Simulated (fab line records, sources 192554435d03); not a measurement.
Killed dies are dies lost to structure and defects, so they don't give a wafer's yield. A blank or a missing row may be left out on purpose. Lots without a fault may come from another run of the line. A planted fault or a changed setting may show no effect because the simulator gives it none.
A struck lot beside a sound one | flow n5_finfet | 16 steps out of a route of 1938
Sound: wafers L587.2, L587.3, L587.6. Struck: wafer L580.2. (L580.3, L580.4 of the same lot were not struck and are left out.) The cause comes at the end.
At each step with rows: each side's tool, then ch and its chambers, then its first start. Under that, the readings that differ: sound wafers | struck wafers | difference of the means | sigmas: that difference in standard deviations of wafers without a fault.
alike: readings whose means differ by less than 2 such deviations, and words and numbers that are the same on both sides. not compared: withheld readings, readings that some wafer has no value for, bounds like >300 that may hide the same value, and numbers for which the record gives no deviation and whose values overlap.
The two part at a step that has a row with sigmas, a row that says differs or no value, or rows on one side only. Numbers that don't overlap but have no deviation are shown without sigmas and don't part them. A reading that every wafer of one side lacks parts them only if that side has two wafers or more.

N5_GATE_CUT_CD_MEAS_13: target cd 20 nm.
  sound on cd_sem-03 ch 0, day 8 16:17; struck on cd_sem-03 ch 0, day 6 17:55
  alike: cd_nm
N5_GATE_CUT_OVL_MEAS_14:
  sound on overlay-02 ch 0, day 8 16:19; struck on overlay-01 ch 0, day 6 17:57
  alike: GATE_CUT_OVL
N5_GATE_CUT_INSPECT_15: inspects for defects (brightfield).
  sound on defect_inspect-02, day 8 16:22; struck on defect_inspect-01, day 6 18:00
  alike: raw_defect_count
then, 1 step without rows for these wafers: N5_GATE_CUT_DESCUM_18 (chemistry O2, time 7 s).
N5_GATE_CUT_ETCH_28: etches underlayer in N2/H2, target depth 13 nm, time 10.4 s.
  sound on rie_diel-01 ch 0,2,3, day 8 16:26; struck on rie_diel-02 ch 1, day 6 18:04
  reading                        | sound                | struck | difference | sigmas
  chamber_pressure_mTorr (mTorr) | 30.016 29.983 30.026 | 29.949 | -0.059     | -2
  alike: drypump_motor_current_A, etch_rf_on_time_s, oes_product_au, rf_vpp_V, showerhead_plenum_p_Torr, throttle_valve_pct
  not compared: rf_hours_counter_h
then, 1 step without rows for these wafers: N5_GATE_CUT_ETCH_36 (etches SiARC in CF4, target depth 13 nm, time 21.7 s).
N5_GATE_CUT_ETCH_37: etches SOC in N2/H2, target depth 60 nm, overetch 12 nm, time 90 s.
  sound on rie_diel-01 ch 0,2,3, day 8 16:29; struck on rie_diel-02 ch 1, day 6 18:07
  alike: chamber_pressure_mTorr, drypump_motor_current_A, oes_product_au, rf_vpp_V, showerhead_plenum_p_Torr, throttle_valve_pct
  not compared: rf_hours_counter_h
then, 3 steps without rows for these wafers: N5_GATE_CUT_STRIP_38 (strips in N2/H2); N5_GATE_CUT_STRIP_39 (strips in N2/H2); N5_GATE_CUT_HM_OPEN_40 (chemistry C4F6/O2, target SiO2, target depth 139 nm, time 85.1 s).
N5_GATE_CUT_STRIP_41: strips in CF4.
  sound on rie_diel-01 ch 0,2,3, day 8 16:38; struck on rie_diel-02 ch 1, day 6 18:16
  alike: chamber_pressure_mTorr, drypump_motor_current_A, oes_product_au, rf_vpp_V, showerhead_plenum_p_Torr, throttle_valve_pct
  not compared: rf_hours_counter_h
N5_GATE_CUT_STRIP_42: strips in O2.
  sound on rie_diel-01 ch 0,2,3, day 8 16:39; struck on rie_diel-02 ch 1, day 6 18:17
  alike: chamber_pressure_mTorr, drypump_motor_current_A, oes_product_au, rf_vpp_V, showerhead_plenum_p_Torr, throttle_valve_pct
  not compared: rf_hours_counter_h
N5_GATE_CUT_ETCH_19: etches SiNx in CH3F/O2, target depth 53.7 nm, time 76.7 s.
  sound on rie_diel-01 ch 0,2,3, day 8 16:41; struck on rie_diel-02 ch 1, day 6 18:19
  reading               | sound          | struck | difference | sigmas
  etch_rf_on_time_s (s) | 78.7 75.4 77.7 | 58.6   | -18.7      | -13
  alike: chamber_pressure_mTorr, drypump_motor_current_A, oes_product_au, rf_vpp_V, showerhead_plenum_p_Torr, throttle_valve_pct
  not compared: rf_hours_counter_h
N5_GATE_CUT_CUT_ETCH_53: etches W in SF6/Cl2, target depth 79.2 nm.
  sound on rie_metal-03 ch 0,1, day 8 16:48; struck on rie_metal-01 ch 1, day 6 18:27
  alike: chamber_pressure_mTorr, drypump_motor_current_A, etch_rf_on_time_s, oes_product_au, throttle_valve_pct
  not compared: rf_hours_counter_h
-- the record jumps here: 3 days lie between the struck wafers' starts before and after (it left off in module GATE_CUT and takes up again in module BEOL_M4, whose first step shown is number 1111 of the route) --
N5_BEOL_M4_RC_MEAS_101:
  sound on prober-01 ch 0, day 12 01:40; struck on prober-02 ch 0, day 9 16:20
  alike: DIBL_N, DIBL_P, IOFF_N, IOFF_P, ION_N, ION_P, SS_N, SS_P, VT_N, VT_P
-- the record jumps here: 4 days lie between the struck wafers' starts before and after (it left off in module BEOL_M4 and takes up again in module PASSIVATION, whose first step shown is number 1936 of the route) --
N5_PASSIVATION_PROBE_49:
  sound on prober-01, day 16 13:44; struck on prober-02, day 13 18:52
  reading                  | sound          | struck | difference | sigmas
  defect_limited_yield (%) | 93.8 90.8 91.5 | 88.7   | -3.3       | -2
  killed_at_M4_up          | 8 22 7         | 28     | +16        | +3
  killed_dies              | 73 109 100     | 133    | +39        | +2
  sort_bin_5_function (%)  | 3.5 5.8 4.9    | 7.0    | +2.3       | +2
  sort_n_pass              | 1107 1071 1080 | 1047   | -39        | -2
  sort_yield_pct (%)       | 93.8 90.8 91.5 | 88.7   | -3.3       | -2
  alike: killed_at_M0_to_M3, killed_at_contacts, killed_at_front_end, killed_at_other, killed_on_rim, killed_open, killed_short, sort_bin_6_memory

WHERE THEY PART
First at N5_GATE_CUT_ETCH_28; last, within this record, at N5_PASSIVATION_PROBE_49.

WHY: what the simulator had put in
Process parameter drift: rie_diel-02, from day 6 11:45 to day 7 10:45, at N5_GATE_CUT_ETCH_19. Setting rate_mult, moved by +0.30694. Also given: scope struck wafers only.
